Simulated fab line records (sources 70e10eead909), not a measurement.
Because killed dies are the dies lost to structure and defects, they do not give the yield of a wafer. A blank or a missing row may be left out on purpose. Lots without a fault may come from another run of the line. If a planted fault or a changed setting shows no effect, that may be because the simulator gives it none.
Matching of chambers :: flow nandHarc :: NHARC_P_M1_DESCUM_14 on rieDiel-04: 4 sister chambers
The step chemistry O2, time 3 s. 8 wafers are shown with their chamber, then 12 later ones without.

## WAFERS, EACH WITH ITS CHAMBER
wafer: L078.5
chamber: 1
drypumpMotorCurrentA (A): 6.43
throttleValvePct (%): 11.317

wafer: L085.4
chamber: 1
drypumpMotorCurrentA (A): 6.41
throttleValvePct (%): 11.319

wafer: L085.5
chamber: 0
drypumpMotorCurrentA (A): 6.02
throttleValvePct (%): 11.287

wafer: L086.5
chamber: 3
drypumpMotorCurrentA (A): 6.47
throttleValvePct (%): 11.301

wafer: L086.6
chamber: 2
drypumpMotorCurrentA (A): 6.05
throttleValvePct (%): 11.323

wafer: L088.4
chamber: 0
drypumpMotorCurrentA (A): 5.99
throttleValvePct (%): 11.299

wafer: L088.5
chamber: 3
drypumpMotorCurrentA (A): 6.49
throttleValvePct (%): 11.313

wafer: L088.6
chamber: 2
drypumpMotorCurrentA (A): 6.05
throttleValvePct (%): 11.317

## WAFERS WHOSE CHAMBER IS MISSING
wafer: L089.2
drypumpMotorCurrentA (A): 6.06
throttleValvePct (%): 11.306

wafer: L089.4
drypumpMotorCurrentA (A): 5.98
throttleValvePct (%): 11.322

wafer: L089.5
drypumpMotorCurrentA (A): 6.51
throttleValvePct (%): 11.313

wafer: L091.1
drypumpMotorCurrentA (A): 6.01
throttleValvePct (%): 11.310

wafer: L091.2
drypumpMotorCurrentA (A): 6.48
throttleValvePct (%): 11.306

wafer: L091.5
drypumpMotorCurrentA (A): 6.46
throttleValvePct (%): 11.332

wafer: L096.1
drypumpMotorCurrentA (A): 6.03
throttleValvePct (%): 11.307

wafer: L096.4
drypumpMotorCurrentA (A): 6.40
throttleValvePct (%): 11.311

wafer: L096.6
drypumpMotorCurrentA (A): 6.07
throttleValvePct (%): 11.302

wafer: L095.1
drypumpMotorCurrentA (A): 6.42
throttleValvePct (%): 11.311

wafer: L095.2
drypumpMotorCurrentA (A): 6.47
throttleValvePct (%): 11.319

wafer: L095.5
drypumpMotorCurrentA (A): 6.42
throttleValvePct (%): 11.312

## EACH ONE'S CHAMBER
wafer: L089.2
from the rows above: can't be placed: 2 or 0
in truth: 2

wafer: L089.4
from the rows above: can't be placed: 2 or 0
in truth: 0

wafer: L089.5
from the rows above: 3
in truth: 3

wafer: L091.1
from the rows above: can't be placed: 0 or 2
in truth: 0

wafer: L091.2
from the rows above: 3
in truth: 3

wafer: L091.5
from the rows above: can't be placed: 1 or 3
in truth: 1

wafer: L096.1
from the rows above: can't be placed: 2 or 0
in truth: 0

wafer: L096.4
from the rows above: 1
in truth: 1

wafer: L096.6
from the rows above: can't be placed: 2 or 0
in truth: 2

wafer: L095.1
from the rows above: 1
in truth: 1

wafer: L095.2
from the rows above: can't be placed: 3 or 1
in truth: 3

wafer: L095.5
from the rows above: 1
in truth: 1
Correctly placed: 5 of 12. From these rows, 7 cannot be placed; in 7 the true chamber is one of the candidates. Number placed wrongly: 0.
How it was worked out, from the rows above alone: a wafer's distance from a chamber is the root of the sum, over the readings, of the square of ((its reading less the chamber's mean) divided by the reading's scatter). The wafer belongs to the nearest chamber; if the next one is less than 2 further off, it can't be placed. For every chamber, the mean is computed from those of its wafers that are shown. The scatter is the square root of a quotient: the sum, over the shown wafers, of each reading's squared deviation from its chamber's mean, divided by wafers minus chambers.
